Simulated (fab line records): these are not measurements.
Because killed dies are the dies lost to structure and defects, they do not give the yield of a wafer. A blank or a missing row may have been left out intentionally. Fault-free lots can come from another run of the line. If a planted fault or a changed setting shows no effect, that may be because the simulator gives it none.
Which tool did it? / flow n5_finfet / Sampling: 9 lots, 24 wafers, 5 of 1938 route steps

WHAT THE GAUGES SHOWED, per wafer
N5_MOL_CONTACT_COAG_CD_MEAS_40 targets a cd of 25.1 nm. Usual: cd_nm reads 25.14 nm (standard deviation 0.21).
lot=L453; measured=day 5 16:23; on=cd_sem-02; cd_nm (nm)=25.09 25.12 24.89; flag=
lot=L455; measured=day 6 02:07; on=cd_sem-01; cd_nm (nm)=25.39 25.30 25.12; flag=
lot=L456; measured=day 6 17:57; on=cd_sem-03; cd_nm (nm)=25.16 24.88 24.99; flag=
lot=L466; measured=day 8 19:01; on=cd_sem-03; cd_nm (nm)=25.37 25.06; flag=
lot=L467; measured=day 8 21:46; on=cd_sem-03; cd_nm (nm)=24.83 25.59; flag=
lot=L468; measured=day 9 04:43; on=cd_sem-03; cd_nm (nm)=24.95 25.32; flag=
lot=L471; measured=day 10 00:34; on=cd_sem-03; cd_nm (nm)=25.10 25.31 25.09; flag=
lot=L472; measured=day 10 05:22; on=cd_sem-01; cd_nm (nm)=25.40 24.91 25.22; flag=
lot=L474; measured=day 10 21:43; on=cd_sem-03; cd_nm (nm)=25.35 24.93 25.16; flag=

N5_BEOL_M4_RC_MEAS_101. Usual: DIBL_N 36.2 mV/V, standard deviation 1.2; DIBL_P 36.3 mV/V, standard deviation 1.3; IOFF_N 0.155 nA/um, standard deviation 0.019; IOFF_P 0.210 nA/um, standard deviation 0.029; ION_N 677 uA/um, standard deviation 8.6; ION_P 465 uA/um, standard deviation 6.8; SS_N 71.4 mV/dec, standard deviation 0.48; SS_P 73.2 mV/dec, standard deviation 0.53; VT_N 249.9 mV, standard deviation 2.4; VT_P -250 mV, standard deviation 3.2.
lot=L453; measured=day 8 08:42; on=prober-01; DIBL_N (mV/V)=35.3 36.7 34.3; DIBL_P (mV/V)=36.5 38.1 35.1; IOFF_N (nA/um)=0.138 0.162 0.116; IOFF_P (nA/um)=0.190 0.215 0.163; ION_N (uA/um)=682 675 674; ION_P (uA/um)=470 464 460; SS_N (mV/dec)=70.8 72.0 70.3; SS_P (mV/dec)=73.2 73.5 72.9; VT_N (mV)=250.0 250.2 257.5; VT_P (mV)=-251 -249 -254; flag=
lot=L455; measured=day 8 20:08; on=prober-01; DIBL_N (mV/V)=34.5 34.6 34.0; DIBL_P (mV/V)=35.1 34.9 34.1; IOFF_N (nA/um)=0.138 0.140 0.121; IOFF_P (nA/um)=0.196 0.194 0.177; ION_N (uA/um)=682 670 664; ION_P (uA/um)=470 465 456; SS_N (mV/dec)=70.4 70.7 70.3; SS_P (mV/dec)=73.4 72.7 72.9; VT_N (mV)=250.0 251.1 253.0; VT_P (mV)=-249 -251 -254; flag=
lot=L456; measured=day 9 07:53; on=prober-02; DIBL_N (mV/V)=35.7 37.4 37.0; DIBL_P (mV/V)=36.0 38.4 37.4; IOFF_N (nA/um)=0.144 0.182 0.166; IOFF_P (nA/um)=0.215 0.245 0.222; ION_N (uA/um)=671 678 666; ION_P (uA/um)=463 469 464; SS_N (mV/dec)=71.6 70.9 71.0; SS_P (mV/dec)=73.4 74.0 73.7; VT_N (mV)=251.6 246.6 249.5; VT_P (mV)=-249 -247 -248; flag=
lot=L466; measured=day 12 10:37; on=prober-02; DIBL_N (mV/V)=35.7; DIBL_P (mV/V)=37.1; IOFF_N (nA/um)=0.155; IOFF_P (nA/um)=0.215; ION_N (uA/um)=681; ION_P (uA/um)=468; SS_N (mV/dec)=71.5; SS_P (mV/dec)=73.6; VT_N (mV)=251.6; VT_P (mV)=-249; flag=
lot=L467; measured=day 12 01:48; on=prober-01; DIBL_N (mV/V)=36.3; DIBL_P (mV/V)=37.1; IOFF_N (nA/um)=0.175; IOFF_P (nA/um)=0.266; ION_N (uA/um)=696; ION_P (uA/um)=479; SS_N (mV/dec)=71.9; SS_P (mV/dec)=73.7; VT_N (mV)=247.8; VT_P (mV)=-247; flag=
lot=L468; measured=day 12 17:11; on=prober-01; DIBL_N (mV/V)=35.7; DIBL_P (mV/V)=36.4; IOFF_N (nA/um)=0.152; IOFF_P (nA/um)=0.187; ION_N (uA/um)=672; ION_P (uA/um)=453; SS_N (mV/dec)=72.4; SS_P (mV/dec)=73.1; VT_N (mV)=251.7; VT_P (mV)=-254; flag=
lot=L471; measured=day 12 20:55; on=prober-02; DIBL_N (mV/V)=35.8 35.6 34.0; DIBL_P (mV/V)=36.8 36.4 34.9; IOFF_N (nA/um)=0.170 0.158 0.139; IOFF_P (nA/um)=0.225 0.217 0.197; ION_N (uA/um)=678 681 679; ION_P (uA/um)=472 469 467; SS_N (mV/dec)=71.5 71.2 70.5; SS_P (mV/dec)=73.3 73.2 73.4; VT_N (mV)=245.8 249.6 247.4; VT_P (mV)=-248 -248 -249; flag=
lot=L472; measured=day 13 15:44; on=prober-02; DIBL_N (mV/V)=34.4 35.5 35.8; DIBL_P (mV/V)=35.3 36.5 36.0; IOFF_N (nA/um)=0.122 0.139 0.135; IOFF_P (nA/um)=0.160 0.180 0.172; ION_N (uA/um)=668 681 664; ION_P (uA/um)=457 462 452; SS_N (mV/dec)=70.6 71.3 71.3; SS_P (mV/dec)=72.8 73.1 72.6; VT_N (mV)=253.7 249.6 249.5; VT_P (mV)=-255 -254 -251; flag=
lot=L474; measured=day 14 17:31; on=prober-02; DIBL_N (mV/V)=36.7 36.6 37.7; DIBL_P (mV/V)=36.1 35.9 38.0; IOFF_N (nA/um)=0.170 0.166 0.184; IOFF_P (nA/um)=0.206 0.199 0.240; ION_N (uA/um)=676 676 690; ION_P (uA/um)=466 461 471; SS_N (mV/dec)=71.5 70.6 72.1; SS_P (mV/dec)=73.0 73.5 73.9; VT_N (mV)=247.0 250.3 245.6; VT_P (mV)=-251 -252 -249; flag=

WHAT TOOL EACH LOT RAN ON (gives the tool, then ch and the chambers of the sampled wafers, and finally the start)
lot=L453; N5_MOL_CONTACT_COAG_VIA_ETCH_46=rie_diel-04 ch 0,3, day 5 15:37; N5_MOL_CONTACT_COAG_STRIP_96=rie_diel-04 ch 0,3, day 5 15:41; N5_MOL_CONTACT_COAG_ALD_133=ald_sin-03 ch 1,2,3, day 5 16:54
lot=L455; N5_MOL_CONTACT_COAG_VIA_ETCH_46=rie_diel-02 ch 1,2, day 6 01:20; N5_MOL_CONTACT_COAG_STRIP_96=rie_diel-02 ch 1,2, day 6 01:25; N5_MOL_CONTACT_COAG_ALD_133=ald_sin-03 ch 1,2,3, day 6 02:40
lot=L456; N5_MOL_CONTACT_COAG_VIA_ETCH_46=rie_diel-01 ch 0,2,3, day 6 17:10; N5_MOL_CONTACT_COAG_STRIP_96=rie_diel-01 ch 0,2,3, day 6 17:14; N5_MOL_CONTACT_COAG_ALD_133=ald_sin-03 ch 1,3, day 6 18:13
lot=L466; N5_MOL_CONTACT_COAG_VIA_ETCH_46=rie_diel-04 ch 0,1, day 8 18:14; N5_MOL_CONTACT_COAG_STRIP_96=rie_diel-04 ch 0,1, day 8 18:18; N5_MOL_CONTACT_COAG_ALD_133=ald_sin-03 ch 2,3, day 8 19:21
lot=L467; N5_MOL_CONTACT_COAG_VIA_ETCH_46=rie_diel-02 ch 0,1, day 8 21:06; N5_MOL_CONTACT_COAG_STRIP_96=rie_diel-02 ch 0,1, day 8 21:10; N5_MOL_CONTACT_COAG_ALD_133=ald_sin-03 ch 0,2, day 8 22:10
lot=L468; N5_MOL_CONTACT_COAG_VIA_ETCH_46=rie_diel-04 ch 1,2, day 9 03:59; N5_MOL_CONTACT_COAG_STRIP_96=rie_diel-04 ch 1,2, day 9 04:02; N5_MOL_CONTACT_COAG_ALD_133=ald_sin-03 ch 1,2, day 9 05:02
lot=L471; N5_MOL_CONTACT_COAG_VIA_ETCH_46=rie_diel-04 ch 0,3, day 9 23:53; N5_MOL_CONTACT_COAG_STRIP_96=rie_diel-04 ch 0,3, day 9 23:56; N5_MOL_CONTACT_COAG_ALD_133=ald_sin-02 ch 0,2, day 10 00:49
lot=L472; N5_MOL_CONTACT_COAG_VIA_ETCH_46=rie_diel-04 ch 2,3, day 10 04:38; N5_MOL_CONTACT_COAG_STRIP_96=rie_diel-04 ch 2,3, day 10 04:44; N5_MOL_CONTACT_COAG_ALD_133=ald_sin-02 ch 0,1,2, day 10 05:44
lot=L474; N5_MOL_CONTACT_COAG_VIA_ETCH_46=rie_diel-01 ch 0,1, day 10 21:01; N5_MOL_CONTACT_COAG_STRIP_96=rie_diel-01 ch 0,1, day 10 21:05; N5_MOL_CONTACT_COAG_ALD_133=ald_sin-01 ch 0,1,3, day 10 22:02
- N5_MOL_CONTACT_COAG_VIA_ETCH_46: etches SiO2 in C4F6/O2, target depth 46 nm, overetch 9.2 nm, time 40 s.
- N5_MOL_CONTACT_COAG_STRIP_96: strips in N2/H2.
- N5_MOL_CONTACT_COAG_ALD_133: deposits SiO2, target thk 5 nm, pulse time 1 s, co reactant pulse time 1 s.

AS READ BY THE TOOLS THEMSELVES (means over the sampled wafers that have a number; for cases with no such wafer, the mark the record gives instead)
N5_MOL_CONTACT_COAG_VIA_ETCH_46. Usual: drypump_motor_current_A 5.5 A, standard deviation 0.31; oes_product_au 0.72 a.u., standard deviation 0.069; rf_vpp_V 1586 V, standard deviation 22; showerhead_plenum_p_Torr 2.88 Torr, standard deviation 0.071; throttle_valve_pct 40.85 %, standard deviation 0.14.
lot=L453; tool=rie_diel-04; drypump_motor_current_A (A)=5.7; oes_product_au (a.u.)=0.74; rf_vpp_V (V)=1577; showerhead_plenum_p_Torr (Torr)=2.87; throttle_valve_pct (%)=40.81; flag=
lot=L455; tool=rie_diel-02; drypump_motor_current_A (A)=5.2; oes_product_au (a.u.)=0.70; rf_vpp_V (V)=1608; showerhead_plenum_p_Torr (Torr)=2.85; throttle_valve_pct (%)=40.94; flag=
lot=L456; tool=rie_diel-01; drypump_motor_current_A (A)=5.7; oes_product_au (a.u.)=0.80; rf_vpp_V (V)=1606; showerhead_plenum_p_Torr (Torr)=2.93; throttle_valve_pct (%)=40.75; flag=
lot=L466; tool=rie_diel-04; drypump_motor_current_A (A)=5.6; oes_product_au (a.u.)=0.72; rf_vpp_V (V)=1566; showerhead_plenum_p_Torr (Torr)=2.79; throttle_valve_pct (%)=40.88; flag=
lot=L467; tool=rie_diel-02; drypump_motor_current_A (A)=5.2; oes_product_au (a.u.)=0.68; rf_vpp_V (V)=1590; showerhead_plenum_p_Torr (Torr)=2.89; throttle_valve_pct (%)=41.06; flag=
lot=L468; tool=rie_diel-04; drypump_motor_current_A (A)=5.4; oes_product_au (a.u.)=0.78; rf_vpp_V (V)=1559; showerhead_plenum_p_Torr (Torr)=2.83; throttle_valve_pct (%)=40.93; flag=
lot=L471; tool=rie_diel-04; drypump_motor_current_A (A)=5.6; oes_product_au (a.u.)=0.71; rf_vpp_V (V)=1576; showerhead_plenum_p_Torr (Torr)=2.85; throttle_valve_pct (%)=40.84; flag=
lot=L472; tool=rie_diel-04; drypump_motor_current_A (A)=5.6; oes_product_au (a.u.)=0.74; rf_vpp_V (V)=1570; showerhead_plenum_p_Torr (Torr)=2.88; throttle_valve_pct (%)=40.87; flag=
lot=L474; tool=rie_diel-01; drypump_motor_current_A (A)=5.7; oes_product_au (a.u.)=0.66; rf_vpp_V (V)=1608; showerhead_plenum_p_Torr (Torr)=2.94; throttle_valve_pct (%)=40.98; flag=

N5_MOL_CONTACT_COAG_STRIP_96. Usual: for drypump_motor_current_A, 5.5 A with a standard deviation of 0.31; for h2_flow_sccm, 300.0 sccm with a standard deviation of 0.95; for n2_flow_sccm, 300.1 sccm with a standard deviation of 0.89; for oes_product_au, 0.81 a.u. with a standard deviation of 0.081; for rf_vpp_V, 122.0 V with a standard deviation of 1.1; for showerhead_plenum_p_Torr, 3.40 Torr with a standard deviation of 0.083; for throttle_valve_pct, 18.85 % with a standard deviation of 0.27.
lot=L453; tool=rie_diel-04; drypump_motor_current_A (A)=5.6; h2_flow_sccm (sccm)=300.8; n2_flow_sccm (sccm)=298.5; oes_product_au (a.u.)=0.84; rf_vpp_V (V)=121.7; showerhead_plenum_p_Torr (Torr)=3.39; throttle_valve_pct (%)=18.72; flag=
lot=L455; tool=rie_diel-02; drypump_motor_current_A (A)=5.2; h2_flow_sccm (sccm)=299.8; n2_flow_sccm (sccm)=299.4; oes_product_au (a.u.)=0.78; rf_vpp_V (V)=122.8; showerhead_plenum_p_Torr (Torr)=3.36; throttle_valve_pct (%)=18.73; flag=
lot=L456; tool=rie_diel-01; drypump_motor_current_A (A)=5.7; h2_flow_sccm (sccm)=299.2; n2_flow_sccm (sccm)=300.4; oes_product_au (a.u.)=0.91; rf_vpp_V (V)=122.4; showerhead_plenum_p_Torr (Torr)=3.46; throttle_valve_pct (%)=18.57; flag=
lot=L466; tool=rie_diel-04; drypump_motor_current_A (A)=5.6; h2_flow_sccm (sccm)=299.7; n2_flow_sccm (sccm)=300.1; oes_product_au (a.u.)=0.80; rf_vpp_V (V)=122.1; showerhead_plenum_p_Torr (Torr)=3.30; throttle_valve_pct (%)=18.88; flag=
lot=L467; tool=rie_diel-02; drypump_motor_current_A (A)=5.2; h2_flow_sccm (sccm)=300.1; n2_flow_sccm (sccm)=300.1; oes_product_au (a.u.)=0.75; rf_vpp_V (V)=122.3; showerhead_plenum_p_Torr (Torr)=3.42; throttle_valve_pct (%)=19.26; flag=
lot=L468; tool=rie_diel-04; drypump_motor_current_A (A)=5.5; h2_flow_sccm (sccm)=299.9; n2_flow_sccm (sccm)=300.1; oes_product_au (a.u.)=0.87; rf_vpp_V (V)=121.7; showerhead_plenum_p_Torr (Torr)=3.35; throttle_valve_pct (%)=19.05; flag=
lot=L471; tool=rie_diel-04; drypump_motor_current_A (A)=5.7; h2_flow_sccm (sccm)=300.5; n2_flow_sccm (sccm)=300.4; oes_product_au (a.u.)=0.80; rf_vpp_V (V)=120.7; showerhead_plenum_p_Torr (Torr)=3.37; throttle_valve_pct (%)=18.78; flag=
lot=L472; tool=rie_diel-04; drypump_motor_current_A (A)=5.5; h2_flow_sccm (sccm)=299.6; n2_flow_sccm (sccm)=300.4; oes_product_au (a.u.)=0.84; rf_vpp_V (V)=122.7; showerhead_plenum_p_Torr (Torr)=3.40; throttle_valve_pct (%)=18.90; flag=
lot=L474; tool=rie_diel-01; drypump_motor_current_A (A)=5.7; h2_flow_sccm (sccm)=298.8; n2_flow_sccm (sccm)=299.5; oes_product_au (a.u.)=0.73; rf_vpp_V (V)=121.5; showerhead_plenum_p_Torr (Torr)=3.47; throttle_valve_pct (%)=19.02; flag=

N5_MOL_CONTACT_COAG_ALD_133. Usual: chamber_pressure_Torr 2.001 Torr, standard deviation 0.0049; heater_power_outer_w 43 W, standard deviation 4.7; heater_power_w 79 W, standard deviation 7; precursor_pulse_height_rel 1.001, standard deviation 0.019.
lot=L453; tool=ald_sin-03; chamber_pressure_Torr (Torr)=2.001; heater_power_outer_w (W)=43; heater_power_w (W)=78; precursor_pulse_height_rel=1.019; flag=
lot=L455; tool=ald_sin-03; chamber_pressure_Torr (Torr)=2.000; heater_power_outer_w (W)=42; heater_power_w (W)=77; precursor_pulse_height_rel=1.007; flag=
lot=L456; tool=ald_sin-03; chamber_pressure_Torr (Torr)=2.000; heater_power_outer_w (W)=42; heater_power_w (W)=75; precursor_pulse_height_rel=1.002; flag=
lot=L466; tool=ald_sin-03; chamber_pressure_Torr (Torr)=2.002; heater_power_outer_w (W)=43; heater_power_w (W)=80; precursor_pulse_height_rel=0.983; flag=
lot=L467; tool=ald_sin-03; chamber_pressure_Torr (Torr)=1.999; heater_power_outer_w (W)=42; heater_power_w (W)=77; precursor_pulse_height_rel=0.990; flag=
lot=L468; tool=ald_sin-03; chamber_pressure_Torr (Torr)=2.003; heater_power_outer_w (W)=45; heater_power_w (W)=77; precursor_pulse_height_rel=0.968; flag=
lot=L471; tool=ald_sin-02; chamber_pressure_Torr (Torr)=2.005; heater_power_outer_w (W)=44; heater_power_w (W)=81; precursor_pulse_height_rel=1.016; flag=
lot=L472; tool=ald_sin-02; chamber_pressure_Torr (Torr)=2.001; heater_power_outer_w (W)=44; heater_power_w (W)=81; precursor_pulse_height_rel=1.006; flag=
lot=L474; tool=ald_sin-01; chamber_pressure_Torr (Torr)=1.999; heater_power_outer_w (W)=48; heater_power_w (W)=86; precursor_pulse_height_rel=1.002; flag=

THE ANSWER, worked out from the rows above alone
Rule: lot off if the mean of its wafers having a number is beyond 3 standard deviations from the usual mean. Also off: a lot with no number at a reading for which 4 or more lots have one. Any other lot the step has rows for is counted as sound. First the gauges in route order, then the tools' own readings, where a lot's mean is used as printed above. The first step at which some lot is off is used, and at that step the reading that is off furthest; a lot without a number counts as furthest.
Nothing can be told from this: no lot is off at any reading shown.

WHAT WAS PUT IN BY THE SIMULATOR
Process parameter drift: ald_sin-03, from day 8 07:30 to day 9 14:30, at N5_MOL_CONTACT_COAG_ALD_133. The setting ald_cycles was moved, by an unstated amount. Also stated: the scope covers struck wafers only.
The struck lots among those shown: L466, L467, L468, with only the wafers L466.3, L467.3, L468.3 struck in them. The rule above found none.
